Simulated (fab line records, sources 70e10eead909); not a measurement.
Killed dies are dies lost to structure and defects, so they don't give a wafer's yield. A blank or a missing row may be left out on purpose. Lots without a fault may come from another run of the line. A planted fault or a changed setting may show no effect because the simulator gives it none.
Which tool did it? | flow nand_harc | 11 lots, 33 wafers sampled, at 6 steps of a route of 1159

WHAT THE GAUGES READ, wafer by wafer
NHARC_A_M0_CD_MEAS_09: target cd 80 nm. Usual: cd_nm 79.8 nm, standard deviation 0.48.
lot  | measured     | on        | cd_nm (nm)     | flag
L882 | day 17 20:10 | cd_sem-01 | 79.2 79.4 79.7 |
L886 | day 17 21:41 | cd_sem-02 | 79.9 80.6 79.6 |
L887 | day 19 01:08 | cd_sem-02 | 79.4 80.0 80.0 |
L890 | day 20 00:07 | cd_sem-03 | 79.9 79.8 79.6 |
L891 | day 20 10:15 | cd_sem-01 | 80.2 80.5 80.2 |
L892 | day 20 10:34 | cd_sem-01 | 79.5 80.3 80.4 |
L896 | day 21 12:35 | cd_sem-02 | 79.9 79.5 79.5 |
L894 | day 21 13:01 | cd_sem-02 | 79.4 79.2 79.7 |
L897 | day 21 19:16 | cd_sem-02 | 79.1 79.1 79.6 |
L895 | day 21 19:43 | cd_sem-02 | 78.1 79.4 80.1 |
L899 | day 22 16:38 | cd_sem-01 | 79.5 79.6 79.3 |

NHARC_END_SORT_01. Usual: defect_limited_yield 94.9 %, standard deviation 1.7; killed_at_array 31, standard deviation 12; killed_at_other 0.6, standard deviation 0.85; killed_at_periphery 3.0, standard deviation 2.3; killed_dies 35, standard deviation 12; killed_open 3.2, standard deviation 1.9; killed_short 1.8, standard deviation 1.4; sort_bin_2_pct 1.6 %, standard deviation 0.7; sort_bin_3_pct 0.28 %, standard deviation 0.22; sort_bin_4_pct 3.3 %, standard deviation 1.2; sort_n_pass 642, standard deviation 12; sort_rim_yield_pct 97.7 %, standard deviation 1.5; sort_yield_pct 94.9 %, standard deviation 1.7.
lot  | measured     | on        | defect_limited_yield (%) | killed_at_array | killed_at_other | killed_at_periphery | killed_dies | killed_open | killed_short | sort_bin_2_pct (%) | sort_bin_3_pct (%) | sort_bin_4_pct (%) | sort_n_pass | sort_rim_yield_pct (%) | sort_yield_pct (%) | flag
L890 | day 21 23:18 | prober-01 | 94.7 93.5 95.0           | 34 40 32        | 0 1 0           | 2 3 2               | 36 44 34    | 4 2 4       | 2 1 0        | 1.5 1.8 1.6        | 0.59 0.44 0.44     | 3.2 4.3 3.0        | 641 633 643 | 95.3 99.1 97.2         | 94.7 93.5 95.0     |
L891 | day 22 04:41 | prober-01 | 93.1 94.5 95.3           | 45 33 31        | 1 2 1           | 1 2 0               | 47 37 32    | 4 3 1       | 2 1 0        | 1.5 1.5 2.2        | 0.30 0.89 0.44     | 5.2 3.1 2.1        | 630 640 645 | 98.1 98.1 100.0        | 93.1 94.5 95.3     |
L892 | day 22 13:14 | prober-02 | 91.4 92.2 93.1           | 55 48 42        | 0 0 0           | 3 5 5               | 58 53 47    | 4 3 4       | 3 1 4        | 1.9 1.6 2.4        | 0.74 0.89 0.44     | 5.9 5.3 4.1        | 619 624 630 | 98.1 93.4 100.0        | 91.4 92.2 93.1     |
L896 | day 23 07:27 | prober-01 | 94.7 95.1 93.6           | 34 29 38        | 0 1 4           | 2 3 1               | 36 33 43    | 1 5 2       | 2 2 0        | 1.6 1.3 3.0        | 0.89 0.15 0.44     | 2.8 3.4 3.0        | 641 644 634 | 100.0 99.1 99.1        | 94.7 95.1 93.6     |
L894 | day 23 13:31 | prober-02 | 93.1 95.1 93.9           | 46 29 38        | 0 1 1           | 1 3 2               | 47 33 41    | 5 3 5       | 2 3 1        | 2.1 1.5 1.9        | 0.59 0.44 0.15     | 4.3 3.0 4.0        | 630 644 636 | 97.2 99.1 96.2         | 93.1 95.1 93.9     |
L897 | day 23 21:16 | prober-02 | 94.2 96.5 95.0           | 35 23 29        | 1 0 3           | 3 1 2               | 39 24 34    | 2 2 3       | 2 0 0        | 2.2 0.9 1.3        | 0.30 0.30 0.44     | 3.2 2.4 3.2        | 638 653 643 | 96.2 99.1 97.2         | 94.2 96.5 95.0     |
L895 | day 23 15:14 | prober-01 | 95.1 95.3 95.0           | 32 32 32        | 0 0 0           | 1 0 2               | 33 32 34    | 5 2 3       | 1 0 1        | 1.2 1.6 1.2        | 0.59 0.15 0.59     | 3.1 3.0 3.2        | 644 645 643 | 98.1 98.1 99.1         | 95.1 95.3 95.0     |

WHICH TOOL RAN EACH LOT (tool, then ch and the chambers of the sampled wafers, then the start)
lot  | NHARC_A_BLC_DESCUM_15              | NHARC_A_BLC_DEGAS_30         | NHARC_A_BLC_PVD_32                      | NHARC_A_M0_PEB_07
L882 | rie_diel-12 ch 1,2,3, day 17 12:52 | pvd_sputter-01, day 17 14:47 | pvd_sputter-01, day 17 20:05 or earlier | litho_track-06 ch 0, day 17 20:05
L886 | rie_diel-08 ch 0,2,3, day 17 14:19 | pvd_sputter-01, day 17 15:53 | pvd_sputter-01, day 17 21:36 or earlier | litho_track-04 ch 0, day 17 21:36
L887 | rie_diel-03 ch 0,2,3, day 18 20:46 | pvd_sputter-01, day 18 22:21 | pvd_sputter-01, day 19 01:04 or earlier | litho_track-01 ch 0, day 19 01:04
L890 | rie_diel-12 ch 1,2,3, day 19 15:20 | pvd_sputter-02, day 19 16:52 | pvd_sputter-02, day 20 00:02 or earlier | litho_track-06 ch 0, day 20 00:02
L891 | rie_diel-03 ch 2,3, day 20 05:46   | pvd_sputter-01, day 20 07:22 | pvd_sputter-01, day 20 10:10 or earlier | litho_track-04 ch 0, day 20 10:10
L892 | rie_diel-12 ch 0,1,3, day 20 06:32 | pvd_sputter-02, day 20 08:08 | pvd_sputter-02, day 20 10:29 or earlier | litho_track-06 ch 0, day 20 10:29
L896 | rie_diel-12 ch 0,1,3, day 21 05:26 | pvd_sputter-03, day 21 07:24 | pvd_sputter-03, day 21 12:29 or earlier | litho_track-06 ch 0, day 21 12:29
L894 | rie_diel-03 ch 1,2,3, day 21 06:11 | pvd_sputter-02, day 21 07:46 | pvd_sputter-02, day 21 12:56 or earlier | litho_track-01 ch 0, day 21 12:56
L897 | rie_diel-03 ch 0,1, day 21 13:36   | pvd_sputter-02, day 21 15:11 | pvd_sputter-02, day 21 19:11 or earlier | litho_track-01 ch 0, day 21 19:11
L895 | rie_diel-03 ch 1,2,3, day 21 14:54 | pvd_sputter-03, day 21 16:29 | pvd_sputter-03, day 21 19:38 or earlier | litho_track-06 ch 0, day 21 19:38
L899 | rie_diel-12 ch 1,2,3, day 22 12:52 | pvd_sputter-03, day 22 14:26 | pvd_sputter-03, day 22 16:33 or earlier | litho_track-04 ch 0, day 22 16:33
- NHARC_A_BLC_DESCUM_15: chemistry O2, time 3 s.
- NHARC_A_BLC_DEGAS_30: time 60 s.
- NHARC_A_BLC_PVD_32: deposits Ti, target thk 5 nm, time 17.7 s.
- NHARC_A_M0_PEB_07: peb time 65 s.

WHAT THE TOOLS THEMSELVES READ (means of the sampled wafers that have a number; where no wafer has one, the mark that the record gives instead)
NHARC_A_BLC_DESCUM_15. Usual: drypump_motor_current_A 5.5 A, standard deviation 0.47; oes_product_au 1.002 a.u., standard deviation 0.0069; rf_vpp_V 57.7 V, standard deviation 0.93; showerhead_plenum_p_Torr 1.89 Torr, standard deviation 0.083; throttle_valve_pct 11.311 %, standard deviation 0.0093.
lot  | tool        | drypump_motor_current_A (A) | oes_product_au (a.u.) | rf_vpp_V (V) | showerhead_plenum_p_Torr (Torr) | throttle_valve_pct (%) | flag
L882 | rie_diel-12 | 5.8                         | 0.995                 | 58.8         | 1.91                            | 11.312                 |
L886 | rie_diel-08 | 5.7                         | 1.001                 | 57.4         | 1.88                            | 11.319                 |
L887 | rie_diel-03 | 5.4                         | 1.000                 | 57.6         | 1.84                            | 11.309                 |
L890 | rie_diel-12 | 5.8                         | 1.003                 | 57.5         | 1.91                            | 11.309                 |
L891 | rie_diel-03 | 5.7                         | 1.003                 | 57.3         | 1.78                            | 11.301                 |
L892 | rie_diel-12 | 5.7                         | 1.002                 | 56.5         | 1.90                            | 11.308                 |
L896 | rie_diel-12 | 5.7                         | 1.002                 | 57.6         | 1.90                            | 11.320                 |
L894 | rie_diel-03 | 5.3                         | 1.001                 | 57.4         | 1.82                            | 11.307                 |
L897 | rie_diel-03 | 4.7                         | 1.006                 | 58.1         | 1.95                            | 11.310                 |
L895 | rie_diel-03 | 5.3                         | 1.008                 | 57.8         | 1.82                            | 11.298                 |
L899 | rie_diel-12 | 5.8                         | 1.011                 | 58.4         | 1.91                            | 11.306                 |

NHARC_A_BLC_DEGAS_30. Usual: heater_power_w 466 W, standard deviation 57.
lot  | tool           | heater_power_w (W) | flag
L882 | pvd_sputter-01 | 437                |
L886 | pvd_sputter-01 | 455                |
L887 | pvd_sputter-01 | 409                |
L890 | pvd_sputter-02 | 532                |
L891 | pvd_sputter-01 | 463                |
L892 | pvd_sputter-02 | 530                |
L896 | pvd_sputter-03 | 469                |
L894 | pvd_sputter-02 | 525                |
L897 | pvd_sputter-02 | 524                |
L895 | pvd_sputter-03 | 451                |
L899 | pvd_sputter-03 | 424                |

NHARC_A_BLC_PVD_32. Usual: throttle_valve_pct 30.3 %, standard deviation 1.1.
lot  | tool           | throttle_valve_pct (%) | flag
L882 | pvd_sputter-01 | 31.3                   |
L886 | pvd_sputter-01 | 31.2                   |
L887 | pvd_sputter-01 | 30.9                   |
L890 | pvd_sputter-02 | 29.6                   |
L891 | pvd_sputter-01 | 31.3                   |
L892 | pvd_sputter-02 | 28.8                   |
L896 | pvd_sputter-03 | 30.8                   |
L894 | pvd_sputter-02 | 30.5                   |
L897 | pvd_sputter-02 | 29.0                   |
L895 | pvd_sputter-03 | 30.6                   |
L899 | pvd_sputter-03 | 31.4                   |

NHARC_A_M0_PEB_07. Usual: chill_plate_temp_C 22.98 C, standard deviation 0.1; heater_power_total_W 156.6 W, standard deviation 0.41.
lot  | tool           | chill_plate_temp_C (C) | heater_power_total_W (W) | flag
L882 | litho_track-06 | 23.07                  | 156.9                    |
L886 | litho_track-04 | 22.99                  | 156.5                    |
L887 | litho_track-01 | 22.96                  | 156.8                    |
L890 | litho_track-06 | 23.00                  | 156.6                    |
L891 | litho_track-04 | 22.96                  | 156.2                    |
L892 | litho_track-06 | 23.08                  | 156.6                    |
L896 | litho_track-06 | 22.89                  | 156.6                    |
L894 | litho_track-01 | 22.84                  | 156.1                    |
L897 | litho_track-01 | 22.88                  | 156.2                    |
L895 | litho_track-06 | 23.12                  | 157.5                    |
L899 | litho_track-04 | 22.96                  | 156.8                    |

THE ANSWER, worked out from the rows above alone
Rule: a lot is off if the mean of its wafers that have a number lies more than 3 standard deviations from the usual mean. A lot without any number at a reading at which 4 lots or more have one is off too. The other lots that the step has rows for count as sound. The gauges are gone through in route order, then the tools' own readings, and for those a lot's mean is taken as printed above. The first step at which some lot is off is used, and at that step the reading that is off furthest; a lot without a number counts as furthest.
No lot is off at any reading shown: from this, nothing can be told.

WHAT THE SIMULATOR HAD PUT IN
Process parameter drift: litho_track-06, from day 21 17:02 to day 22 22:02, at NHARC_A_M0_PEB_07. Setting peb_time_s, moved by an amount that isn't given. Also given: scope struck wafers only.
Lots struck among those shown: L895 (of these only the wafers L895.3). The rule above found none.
